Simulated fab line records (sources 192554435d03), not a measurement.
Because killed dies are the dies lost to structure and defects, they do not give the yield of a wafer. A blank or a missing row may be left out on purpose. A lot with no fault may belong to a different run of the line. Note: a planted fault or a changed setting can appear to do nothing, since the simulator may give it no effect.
Matching of chambers	flow n5Finfet	N5_SD_EPI_P_ETCH_16 on rieDiel-03: 4 sister chambers
The step etches SiO2 in CHF3/O2, target depth 5 nm. 14 wafers are shown with their chamber, then 7 later ones without.

## WAFERS, EACH WITH ITS CHAMBER
wafer	chamber	drypumpMotorCurrentA (A)	rfVppV (V)	oesProductAu (a.u.)
L210.3	1	5.4	558	0.70
L210.4	3	6.4	517	0.99
L210.6	0	5.1	564	0.74
L212.1	3	6.4	518	0.97
L212.4	1	5.4	559	0.69
L212.6	0	5.1	565	0.75
L225.1	3	6.4	519	0.92
L225.5	0	5.1	564	0.72
L225.6	2	5.3	531	0.66
L227.1	0	5.1	564	0.73
L227.2	2	5.3	528	0.66
L227.4	1	5.4	564	0.91
L228.1	1	5.3	565	0.91
L228.2	3	6.3	518	0.91

SIGNATURES (means of the wafers above)
reading	chamber 0	chamber 1	chamber 2	chamber 3	scatter within a chamber
drypumpMotorCurrentA	5.100	5.375	5.300	6.375	0.0387
rfVppV	564.25	561.50	529.50	518.00	2.1
oesProductAu	0.7350	0.8025	0.6600	0.9475	0.0716
Rule: a wafer's distance from a chamber is the root of the sum, over the readings, of the square of ((its reading less the chamber's mean) divided by the reading's scatter). If the next closest chamber is less than 2 further off than the closest, the wafer can't be placed; otherwise it belongs to the closest. The scatter: the root of (the sum of the squares of (reading less its chamber's mean) over the shown wafers, divided by (wafers less chambers)).

## WAFERS WITHOUT THEIR CHAMBER
wafer	drypumpMotorCurrentA (A)	rfVppV (V)	oesProductAu (a.u.)
L228.3	5.1	562	0.72
L230.3	5.1	564	0.73
L230.4	6.4	518	0.91
L230.6	5.1	563	0.72
L231.2	5.1	564	0.72
L231.5	5.4	566	0.90
L231.6	5.1	564	0.72

## CHAMBER TAKEN BY EACH
wafer	from the rows above	in truth
L228.3	0	0
L230.3	0	0
L230.4	3	3
L230.6	0	0
L231.2	0	0
L231.5	1	1
L231.6	0	0
Placed correctly: 7 of 7. Number that these rows cannot place: 0. Placed wrongly: 0.
